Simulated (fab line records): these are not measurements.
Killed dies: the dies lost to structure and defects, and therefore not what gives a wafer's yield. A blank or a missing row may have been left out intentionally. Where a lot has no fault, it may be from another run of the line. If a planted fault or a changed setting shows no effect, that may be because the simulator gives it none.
fab line records    flow n5_finfet    part 1 of 2: steps 1 to 24 of 31
record lots=5  wafers=15  last_day=19
route steps=1938 shown BEOL_M5@1123
lots untouched by any fault: they come from a run of this same line in which no faults occurred
start_h: start of the lot's first displayed wafer, in hours after the record's first day    wait_h: hours from the lot's prior step to this one    " unchanged from the row above    L1.1+2: a row that stands for several wafers    - no value, or no start given    * or withheld: withheld    < > ~ a bound
route shown NAME@n: a module of which the file shows steps, and the number in the route of the first    usual: the fault-free wafers' mean and standard deviation    same: alike in all rows    chamber/n: place in a boat    sites: per-site readings    _std_site: the values' standard deviation    _edge_site: inner sites' mean taken away from outer sites' mean    radius_mm: for every site, how far away it sits from the centre of the wafer    mask NAME#n: copy n    behind: tool/chamber where the wafer was last shaped    hold: cause of the lot's hold/its duration in hours/its outcome    device: transistor that didn't switch, given as n, p or np    end of line: tests of these same wafers at the route's end    a step given without rows: its recipe and nothing more    killed: count of dies lost to structure and defects at first sort (not the wafer's yield)    map: per-die view of a wafer (x killed, . not killed, _ where there is no die)
set.NAME: the run value of the setting; set.NAME@STEP: its run value at that earlier step    model.NAME: the simulator's own value behind a step, which no gauge read
a table for each step, a row for each wafer; lots at some steps of the route
services: a tool's chamber out of use, with start hour (start_h, from the record's first day; less than 0 if before it), hours out, and reason
## steps
# step N5_BEOL_M5_EXPOSE_08
# recipe mask_id=M5  na=0.33  source_shape=annular  sigma_inner=0.4  sigma_outer=0.8  polarization=unpolarized  target_cd_nm=28  dose_mj=35.75
lot.wafer   tool            chamber  start_h  wait_h  mask
L074.2+3+5  euv_scanner-02  0        194.71   -       M5#0
L079.2+3+5  euv_scanner-01  0        265.94   -       M5#0
L087.3+4+6  euv_scanner-01  0        299.65   -       M5#0
L085.2+3+5  euv_scanner-01  0        299.80   -       M5#0
L094.2+5+6  euv_scanner-01  0        344.39   -       M5#0
# step N5_BEOL_M5_PEB_09
# recipe peb_temp_c=100  peb_time_s=60  resist=CAR-EUV
lot.wafer   tool            chamber  start_h  wait_h
L074.2+3+5  litho_track-02  0        194.77   0.0
L079.2+3+5  litho_track-02  0        266.00   0.0
L087.3+4+6  litho_track-03  0        299.70   0.0
L085.2+3+5  litho_track-01  0        299.85   0.0
L094.2+5+6  litho_track-01  0        344.45   0.0
# step N5_BEOL_M5_DEVELOP_10
# recipe develop_time_s=30  developer=TMAH  resist=CAR-EUV  rinse_liquid=surfactant_rinse  dry=air_spin  dev_temp_c=23
lot.wafer   tool            chamber  start_h  wait_h
L074.2+3+5  litho_track-02  0        -        -
L079.2+3+5  litho_track-02  0        -        -
L087.3+4+6  litho_track-03  0        -        -
L085.2+3+5  litho_track-01  0        -        -
L094.2+5+6  litho_track-01  0        -        -
# step N5_BEOL_M5_CD_MEAS_11
# recipe target_cd_nm=27.74  landing_energy_ev=500  detector=se_inlens
# usual cd_nm=27.99/0.25
lot.wafer  tool       chamber  start_h  wait_h  cd_nm
L074.2     cd_sem-02  0        194.84   -       27.93
L074.3     "          0        "        "       28.06
L074.5     "          0        "        "       27.86
L079.2     cd_sem-02  0        266.07   -       28.05
L079.3     "          0        "        "       27.89
L079.5     "          0        "        "       28.06
L087.3     cd_sem-01  0        299.77   -       27.93
L087.4     "          0        "        "       27.78
L087.6     "          0        "        "       28.20
L085.2     cd_sem-03  0        299.92   -       27.86
L085.3     "          0        "        "       27.84
L085.5     "          0        "        "       27.72
L094.2     cd_sem-03  0        344.52   -       28.00
L094.5     "          0        "        "       27.88
L094.6     "          0        "        "       28.22
# step N5_BEOL_M5_OVL_MEAS_12
# recipe points_per_wafer=522
# usual M5_OVL=-0.3/0.76
# same points_per_wafer=522
lot.wafer  tool        chamber  start_h  wait_h  M5_OVL[nm]
L074.2     overlay-01  0        194.87   0.0     0.5
L074.3     "           0        "        "       -0.2
L074.5     "           0        "        "       -0.5
L079.2     overlay-02  0        266.10   0.0     -1.7
L079.3     "           0        "        "       -0.1
L079.5     "           0        "        "       -0.2
L087.3     overlay-02  0        299.81   0.0     -0.9
L087.4     "           0        "        "       0.4
L087.6     "           0        "        "       -0.6
L085.2     overlay-02  0        299.96   0.0     -0.6
L085.3     "           0        "        "       0.7
L085.5     "           0        "        "       1.0
L094.2     overlay-01  0        344.55   0.0     -1.5
L094.5     "           0        "        "       0.5
L094.6     "           0        "        "       -1.2
# step N5_BEOL_M5_INSPECT_13
# recipe mode=adi  inspect_instrument=brightfield
# usual raw_defect_count=387/94
lot.wafer  tool               chamber  start_h  wait_h  raw_defect_count
L074.2     defect_inspect-02  -        194.92   0.0     296
L074.3     "                  -        "        "       263
L074.5     "                  -        "        "       354
L079.2     defect_inspect-01  -        266.16   0.1     408
L079.3     "                  -        "        "       413
L079.5     "                  -        "        "       447
L087.3     defect_inspect-02  -        299.85   0.0     394
L087.4     "                  -        "        "       489
L087.6     "                  -        "        "       777
L085.2     defect_inspect-02  -        300.01   0.0     397
L085.3     "                  -        "        "       320
L085.5     "                  -        "        "       256
L094.2     defect_inspect-01  -        344.61   0.1     254
L094.5     "                  -        "        "       264
L094.6     "                  -        "        "       265
# step N5_BEOL_M5_DESCUM_16
# recipe chemistry=O2  time_s=7  source_power_w=50  bias_power_w=20  pressure_mtorr=20  rf_frequency_hz=2.712e+07  temp_c=40  resist=CAR-EUV  o2_flow_sccm=225
# usual drypump_motor_current_A=5.5/0.39  oes_product_au=0.79/0.11  rf_vpp_V=242.8/1.4  showerhead_plenum_p_Torr=2.09/0.081  throttle_valve_pct=20.46/0.25
lot.wafer  tool         chamber  start_h  wait_h  drypump_motor_current_A  oes_product_au  rf_hours_counter_h  rf_vpp_V  showerhead_plenum_p_Torr  throttle_valve_pct
L074.2     rie_diel-06  3        194.96   0.0     5.4                      0.74            177                 241.7     2.02                      20.94
L074.3     "            1        "        "       5.7                      0.74            204                 243.2     1.99                      20.34
L074.5     "            3        "        "       5.4                      0.74            -                   240.8     2.02                      20.92
L079.2     rie_diel-04  3        266.29   0.1     5.6                      0.67            250                 244.0     2.05                      20.63
L079.3     "            0        "        "       5.8                      0.90            37                  242.2     2.07                      20.31
L079.5     "            0        "        "       5.8                      0.89            -                   242.1     2.07                      20.31
L087.3     rie_diel-04  2        299.89   0.0     5.2                      0.70            197                 243.0     2.18                      20.60
L087.4     "            0        "        "       5.8                      0.88            -                   242.9     2.06                      20.32
L087.6     "            2        "        "       5.2                      0.70            -                   244.2     2.18                      20.61
L085.2     rie_diel-04  2        300.19   0.2     5.2                      0.70            197                 245.0     2.18                      20.59
L085.3     "            0        "        "       5.8                      0.88            50                  243.2     2.06                      20.33
L085.5     "            1        "        "       6.3                      0.97            -                   244.5     2.23                      20.21
L094.2     rie_diel-04  3        344.65   0.0     5.6                      0.95            5                   242.6     2.05                      20.22
L094.5     "            0        "        "       5.8                      0.85            -                   241.0     2.06                      20.36
L094.6     "            1        "        "       6.3                      0.91            -                   245.3     2.23                      20.24
# step N5_BEOL_M5_ETCH_72
# recipe chemistry=N2/H2  target=underlayer  target_depth_a=65  mask_material=CAR-EUV  time_s=5.2  ion_energy_ev=200  pressure_mtorr=30  source_w=840  bias_w=150  n2_flow_sccm=200  h2_flow_sccm=200  ends=cleared
# usual drypump_motor_current_A=5.5/0.38  etch_rf_on_time_s=5.18/0.15  oes_product_au=0.68/0.089  rf_vpp_V=523/3.1  showerhead_plenum_p_Torr=2.53/0.1  throttle_valve_pct=17.87/0.24
lot.wafer  tool         chamber  start_h  wait_h  drypump_motor_current_A  etch_rf_on_time_s  oes_product_au  rf_hours_counter_h  rf_vpp_V  showerhead_plenum_p_Torr  throttle_valve_pct
L074.2     rie_diel-06  3        194.99   0.0     5.4                      5.09               0.63            177                 522       2.43                      18.11
L074.3     "            1        "        "       5.7                      4.97               0.63            204                 520       2.40                      17.67
L074.5     "            3        "        "       5.4                      5.17               0.62            -                   522       2.43                      18.17
L079.2     rie_diel-04  3        266.33   0.0     5.7                      5.06               0.58            250                 524       2.50                      18.18
L079.3     "            0        "        "       5.8                      5.08               0.77            37                  520       2.49                      17.63
L079.5     "            0        "        "       5.8                      5.10               0.77            -                   522       2.50                      17.63
L087.3     rie_diel-04  2        299.92   0.0     5.3                      5.46               0.61            197                 527       2.65                      18.14
L087.4     "            0        "        "       5.8                      5.13               0.75            -                   524       2.49                      17.62
L087.6     "            2        "        "       5.3                      5.46               0.59            -                   528       2.65                      18.15
L085.2     rie_diel-04  2        300.23   0.0     5.2                      5.41               0.60            197                 528       2.65                      18.16
L085.3     "            0        "        "       5.8                      5.17               0.74            50                  521       2.49                      17.63
L085.5     "            1        "        "       6.3                      4.99               0.82            -                   527       2.72                      17.76
L094.2     rie_diel-04  3        344.68   0.0     5.7                      4.95               0.83            5                   522       2.50                      17.67
L094.5     "            0        "        "       5.8                      5.07               0.73            -                   523       2.48                      17.67
L094.6     "            1        "        "       6.3                      4.98               0.78            -                   528       2.71                      17.79
# step N5_BEOL_M5_ETCH_61
# recipe chemistry=CF4  target=SiARC  target_depth_a=156  mask_material=CAR-EUV  time_s=26  ion_energy_ev=80  pressure_mtorr=40  source_w=545  bias_w=36  Ar_flow_sccm=100  cf4_flow_sccm=100  ends=cleared
# usual cf4_flow_sccm=100.04/0.29  drypump_motor_current_A=5.5/0.39  etch_rf_on_time_s=25.9/0.79  oes_product_au=0.68/0.09  rf_vpp_V=183.9/1.3  showerhead_plenum_p_Torr=2.13/0.08  throttle_valve_pct=15.57/0.25
lot.wafer  tool         chamber  start_h  wait_h  cf4_flow_sccm  drypump_motor_current_A  etch_rf_on_time_s  oes_product_au  rf_hours_counter_h  rf_vpp_V  showerhead_plenum_p_Torr  throttle_valve_pct
L074.2     rie_diel-06  3        195.01   0.0     100.11         5.4                      25.8               0.63            177                 184.0     2.05                      15.92
L074.3     "            1        "        "       99.71          5.7                      24.7               0.64            205                 183.9     2.05                      15.61
L074.5     "            3        "        "       99.98          5.4                      25.4               0.63            -                   181.7     2.05                      15.92
L079.2     rie_diel-04  3        266.34   0.0     100.25         5.6                      25.2               0.58            250                 183.6     2.09                      15.79
L079.3     "            0        "        "       99.65          5.8                      25.6               0.77            37                  183.8     2.10                      15.32
L079.5     "            0        "        "       99.90          5.8                      25.7               0.77            -                   185.2     2.10                      15.30
L087.3     rie_diel-04  2        299.94   0.0     100.39         5.2                      27.4               0.60            197                 185.1     2.21                      15.74
L087.4     "            0        "        "       100.28         5.8                      25.5               0.76            -                   184.6     2.10                      15.33
L087.6     "            2        "        "       100.43         5.2                      27.1               0.60            -                   185.5     2.21                      15.74
L085.2     rie_diel-04  2        300.24   0.0     99.75          5.2                      27.1               0.60            197                 185.4     2.21                      15.76
L085.3     "            0        "        "       100.01         5.8                      25.4               0.75            50                  183.6     2.10                      15.35
L085.5     "            1        "        "       100.09         6.3                      25.0               0.84            -                   184.0     2.28                      15.33
L094.2     rie_diel-04  3        344.70   0.0     99.81          5.6                      25.1               0.83            5                   183.6     2.09                      15.29
L094.5     "            0        "        "       99.80          5.8                      25.3               0.73            -                   182.9     2.09                      15.36
L094.6     "            1        "        "       99.99          6.2                      25.2               0.78            -                   186.8     2.28                      15.39
# step N5_BEOL_M5_ETCH_62
# recipe chemistry=N2/H2  target=SOC  target_depth_a=750  overetch_a=150  mask_material=SiARC  temp_c=40  time_s=112.5  ion_energy_ev=200  pressure_mtorr=30  source_w=840  bias_w=150  n2_flow_sccm=200  h2_flow_sccm=200
# usual drypump_motor_current_A=5.5/0.38  oes_product_au=0.63/0.078  rf_vpp_V=523.3/2.9  showerhead_plenum_p_Torr=2.53/0.1  throttle_valve_pct=17.83/0.24
lot.wafer  tool         chamber  start_h  wait_h  drypump_motor_current_A  oes_product_au  rf_hours_counter_h  rf_vpp_V  showerhead_plenum_p_Torr  throttle_valve_pct
L074.2     rie_diel-06  3        195.04   0.0     5.4                      0.58            177                 519.3     2.43                      18.09
L074.3     "            1        "        "       5.7                      0.58            205                 520.3     2.40                      17.63
L074.5     "            3        "        "       5.4                      0.58            -                   520.5     2.43                      18.10
L079.2     rie_diel-04  3        266.37   0.0     5.7                      0.53            250                 521.3     2.50                      18.08
L079.3     "            0        "        "       5.8                      0.70            37                  522.3     2.50                      17.57
L079.5     "            0        "        "       5.8                      0.71            -                   522.4     2.50                      17.57
L087.3     rie_diel-04  2        299.97   0.0     5.3                      0.56            197                 527.6     2.65                      18.11
L087.4     "            0        "        "       5.8                      0.69            -                   521.6     2.49                      17.61
L087.6     "            2        "        "       5.3                      0.57            -                   525.2     2.65                      18.14
L085.2     rie_diel-04  2        300.27   0.0     5.3                      0.57            197                 525.0     2.65                      18.12
L085.3     "            0        "        "       5.8                      0.69            50                  522.9     2.49                      17.59
L085.5     "            1        "        "       6.2                      0.75            -                   528.6     2.72                      17.72
L094.2     rie_diel-04  3        344.73   0.0     5.6                      0.76            5                   522.5     2.50                      17.66
L094.5     "            0        "        "       5.8                      0.67            -                   524.2     2.48                      17.64
L094.6     "            1        "        "       6.3                      0.70            -                   527.9     2.71                      17.74
# step N5_BEOL_M5_STRIP_63
# recipe chemistry=N2/H2  temp_c=40  n2_flow_sccm=200  h2_flow_sccm=200  rf_frequency_hz=6e+07
lot.wafer   tool         chamber  start_h  wait_h
L074.2+3+5  rie_diel-06  3,1,3    195.14   0.1
L079.2+3+5  rie_diel-04  3,0,0    266.48   0.1
L087.3+4+6  rie_diel-04  2,0,2    300.07   0.1
L085.2+3+5  rie_diel-04  2,0,1    300.38   0.1
L094.2+5+6  rie_diel-04  3,0,1    344.83   0.1
# step N5_BEOL_M5_STRIP_73
# recipe chemistry=N2/H2  temp_c=40  n2_flow_sccm=200  h2_flow_sccm=200  rf_frequency_hz=6e+07
lot.wafer   tool         chamber  start_h  wait_h
L074.2+3+5  rie_diel-06  3,1,3    195.15   0.0
L079.2+3+5  rie_diel-04  3,0,0    266.49   0.0
L087.3+4+6  rie_diel-04  2,0,2    300.08   0.0
L085.2+3+5  rie_diel-04  2,0,1    300.39   0.0
L094.2+5+6  rie_diel-04  3,0,1    344.84   0.0
# step N5_BEOL_M5_STRIP_64
# recipe chemistry=CF4  resist=SiARC  power_w=300  bias_power_w=75  pressure_mtorr=50  cf4_flow_sccm=150  rf_frequency_hz=6e+07
# usual cf4_flow_sccm=150.1/0.47  drypump_motor_current_A=5.5/0.39  oes_product_au=0.78/0.098  rf_vpp_V=270.9/1.8  showerhead_plenum_p_Torr=1.78/0.064  throttle_valve_pct=13.53/0.27
lot.wafer  tool         chamber  start_h  wait_h  cf4_flow_sccm  drypump_motor_current_A  oes_product_au  rf_hours_counter_h  rf_vpp_V  showerhead_plenum_p_Torr  throttle_valve_pct
L074.2     rie_diel-06  3        195.16   0.0     150.4          5.3                      0.73            177                 269.0     1.71                      13.89
L074.3     "            1        "        "       149.6          5.7                      0.72            205                 270.0     1.71                      13.58
L074.5     "            3        "        "       149.8          5.3                      0.73            -                   269.4     1.71                      13.89
L079.2     rie_diel-04  3        266.50   0.0     150.2          5.6                      0.66            250                 270.1     1.76                      13.82
L079.3     "            0        "        "       150.0          5.8                      0.88            37                  270.4     1.76                      13.24
L079.5     "            0        "        "       150.1          5.8                      0.88            -                   270.1     1.76                      13.25
L087.3     rie_diel-04  2        300.09   0.0     150.3          5.2                      0.71            197                 273.8     1.84                      13.68
L087.4     "            0        "        "       150.2          5.8                      0.86            -                   269.7     1.75                      13.25
L087.6     "            2        "        "       149.7          5.3                      0.71            -                   273.9     1.84                      13.69
L085.2     rie_diel-04  2        300.40   0.0     149.4          5.3                      0.70            197                 272.3     1.84                      13.71
L085.3     "            0        "        "       150.0          5.8                      0.87            50                  271.3     1.75                      13.28
L085.5     "            1        "        "       150.7          6.2                      0.93            -                   273.1     1.90                      13.24
L094.2     rie_diel-04  3        344.85   0.0     149.8          5.7                      0.95            5                   271.4     1.75                      13.27
L094.5     "            0        "        "       150.4          5.8                      0.84            -                   270.1     1.75                      13.33
L094.6     "            1        "        "       150.4          6.3                      0.89            -                   273.2     1.89                      13.28
# step N5_BEOL_M5_HM_OPEN_17
# recipe chemistry=Cl2/BCl3  target_depth_a=200  overetch_a=60  target=TiN  mask_material=SOC  ion_energy_ev=150  pressure_mtorr=10  icp_w=1000  bias_w=126  Cl2_flow_sccm=53.25  bcl3_flow_sccm=21.75  Ar_flow_sccm=25
# usual drypump_motor_current_A=5.7/0.44  oes_product_au=0.67/0.048  throttle_valve_pct=22.1/0.31
lot.wafer  tool          chamber  start_h  wait_h  drypump_motor_current_A  oes_product_au  rf_hours_counter_h  throttle_valve_pct
L074.2     rie_metal-02  1        195.20   0.0     5.0                      0.73            13                  21.7
L074.3     "             0        "        "       5.9                      0.72            -                   22.2
L074.5     "             1        "        "       5.0                      0.73            -                   21.7
L079.2     rie_metal-02  0        266.54   0.0     5.9                      0.71            25                  22.3
L079.3     "             0        "        "       5.9                      0.71            -                   22.3
L079.5     "             1        "        "       5.0                      0.72            -                   21.7
L087.3     rie_metal-01  1        300.16   0.1     6.1                      0.63            -                   22.6
L087.4     "             0        "        "       5.9                      0.64            -                   22.0
L087.6     "             0        "        "       5.9                      0.64            -                   22.0
L085.2     rie_metal-02  1        300.44   0.0     4.9                      0.69            22                  21.8
L085.3     "             1        "        "       5.0                      0.69            -                   21.8
L085.5     "             0        "        "       5.9                      0.67            -                   22.3
L094.2     rie_metal-02  1        344.92   0.1     5.0                      0.71            -                   21.8
L094.5     "             1        "        "       5.0                      0.70            -                   21.8
L094.6     "             1        "        "       5.0                      0.70            -                   21.8
# step N5_BEOL_M5_STRIP_19
# recipe chemistry=O2  power_w=400  temp_c=40  pressure_mtorr=30  rf_frequency_hz=6e+07  bias_power_w=0  overash_fraction=0.2  o2_flow_sccm=225
# usual drypump_motor_current_A=5.5/0.37  oes_product_au=0.77/0.096  rf_vpp_V=3.7/0.5  showerhead_plenum_p_Torr=2.07/0.077  throttle_valve_pct=16.73/0.26
lot.wafer  tool         chamber  start_h  wait_h  drypump_motor_current_A  oes_product_au  rf_hours_counter_h  rf_vpp_V  showerhead_plenum_p_Torr  throttle_valve_pct
L074.2     rie_diel-06  1        195.32   0.1     5.7                      0.74            205                 4.3       1.99                      16.61
L074.3     "            3        "        "       5.3                      0.73            178                 3.9       2.02                      17.13
L074.5     "            0        "        "       4.9                      0.88            -                   3.6       2.07                      16.47
L079.2     rie_diel-06  2        266.65   0.1     5.2                      0.69            229                 3.3       2.17                      16.82
L079.3     "            3        "        "       5.3                      0.73            192                 3.0       2.02                      17.17
L079.5     "            1        "        "       5.7                      0.72            -                   4.0       1.99                      16.65
L087.3     rie_diel-06  3        300.42   0.2     5.4                      0.72            203                 3.6       2.01                      17.15
L087.4     "            0        "        "       4.9                      0.82            57                  2.8       2.06                      16.52
L087.6     "            2        "        "       5.2                      0.69            -                   2.8       2.16                      16.84
L085.2     rie_diel-04  1        300.70   0.2     6.3                      0.96            5                   2.9       2.24                      16.41
L085.3     "            2        "        "       5.2                      0.70            197                 3.8       2.18                      16.88
L085.5     "            2        "        "       5.2                      0.70            -                   4.0       2.18                      16.86
L094.2     rie_diel-04  2        345.09   0.1     5.2                      0.69            214                 3.6       2.18                      16.92
L094.5     "            2        "        "       5.2                      0.69            -                   4.5       2.18                      16.89
L094.6     "            3        "        "       5.7                      0.95            -                   3.9       2.05                      16.43
# step N5_BEOL_M5_CD_MEAS_18
# recipe pitch_nm=56  target_cd_nm=28
# usual cd_nm=28.0/0.33
lot.wafer  tool       chamber  start_h  wait_h  cd_nm
L074.2     cd_sem-02  -        195.39   0.1     28.4
L074.3     "          -        "        "       28.4
L074.5     "          -        "        "       28.5
L079.2     cd_sem-02  -        266.72   0.1     27.6
L079.3     "          -        "        "       28.0
L079.5     "          -        "        "       27.3
L087.3     cd_sem-03  -        300.49   0.1     28.5
L087.4     "          -        "        "       27.7
L087.6     "          -        "        "       28.3
L085.2     cd_sem-02  -        300.77   0.1     27.8
L085.3     "          -        "        "       27.6
L085.5     "          -        "        "       27.9
L094.2     cd_sem-01  -        345.17   0.1     28.0
L094.5     "          -        "        "       27.9
L094.6     "          -        "        "       27.9
# step N5_BEOL_M5_COAT_65
# recipe resist=SOC  temp_c=250  time_s=60  spin_rpm=1500  resist_thk_nm=60
lot.wafer   tool            chamber  start_h  wait_h
L074.2+3+5  litho_track-01  0        195.67   0.3
L079.2+3+5  litho_track-01  0        268.14   1.4
L085.2+3+5  litho_track-01  0        301.52   0.7
L087.3+4+6  litho_track-02  0        301.53   1.0
L094.2+5+6  litho_track-01  0        345.74   0.6
# step N5_BEOL_M5_COAT_66
# recipe resist=SiARC  temp_c=220  time_s=60  spin_rpm=1500  resist_thk_nm=12
lot.wafer   tool            chamber  start_h  wait_h
L074.2+3+5  litho_track-01  0        -        -
L079.2+3+5  litho_track-01  0        -        -
L085.2+3+5  litho_track-01  0        -        -
L087.3+4+6  litho_track-02  0        -        -
L094.2+5+6  litho_track-01  0        -        -
# step N5_BEOL_M5_COAT_74
# recipe resist=underlayer  temp_c=205  time_s=60  spin_rpm=1500  resist_thk_nm=5
lot.wafer   tool            chamber  start_h  wait_h
L074.2+3+5  litho_track-01  0        -        -
L079.2+3+5  litho_track-01  0        -        -
L085.2+3+5  litho_track-01  0        -        -
L087.3+4+6  litho_track-02  0        -        -
L094.2+5+6  litho_track-01  0        -        -
# step N5_BEOL_M5_COAT_22
# recipe resist=CAR-EUV  spin_rpm=1500  resist_thk_nm=30
lot.wafer   tool            chamber  start_h  wait_h
L074.2+3+5  litho_track-01  0        -        -
L079.2+3+5  litho_track-01  0        -        -
L085.2+3+5  litho_track-01  0        -        -
L087.3+4+6  litho_track-02  0        -        -
L094.2+5+6  litho_track-01  0        -        -
# step N5_BEOL_M5_EBR_24
# recipe solvent=PGMEA  ebr_width_mm=1.5
lot.wafer   tool            chamber  start_h  wait_h
L074.2+3+5  litho_track-01  0        -        -
L079.2+3+5  litho_track-01  0        -        -
L085.2+3+5  litho_track-01  0        -        -
L087.3+4+6  litho_track-02  0        -        -
L094.2+5+6  litho_track-01  0        -        -
# step N5_BEOL_M5_SOFTBAKE_23
# recipe temp_c=110  time_s=60  resist=CAR-EUV
lot.wafer   tool            chamber  start_h  wait_h
L074.2+3+5  litho_track-01  0        -        -
L079.2+3+5  litho_track-01  0        -        -
L085.2+3+5  litho_track-01  0        -        -
L087.3+4+6  litho_track-02  0        -        -
L094.2+5+6  litho_track-01  0        -        -
# step N5_BEOL_M5_EXPOSE_25
# recipe mask_id=V4  na=0.33  source_shape=quasar  sigma_inner=0.2  sigma_outer=0.6  polarization=unpolarized  defocus_nm=10  dose_mj=52.75
lot.wafer   tool            chamber  start_h  wait_h  mask
L074.2+3+5  euv_scanner-02  0        195.82   -       V4#0
L079.2+3+5  euv_scanner-02  0        268.28   -       V4#0
L085.2+3+5  euv_scanner-01  0        301.80   -       V4#0
L087.3+4+6  euv_scanner-02  0        301.98   -       V4#0
L094.2+5+6  euv_scanner-01  0        346.01   -       V4#0
# step N5_BEOL_M5_PEB_26
# recipe peb_temp_c=100  peb_time_s=60  resist=CAR-EUV
lot.wafer   tool            chamber  start_h  wait_h
L074.2+3+5  litho_track-01  0        195.88   0.1
L079.2+3+5  litho_track-03  0        268.35   0.1
L085.2+3+5  litho_track-02  0        301.86   0.1
L087.3+4+6  litho_track-03  0        302.04   0.1
L094.2+5+6  litho_track-01  0        346.08   0.1
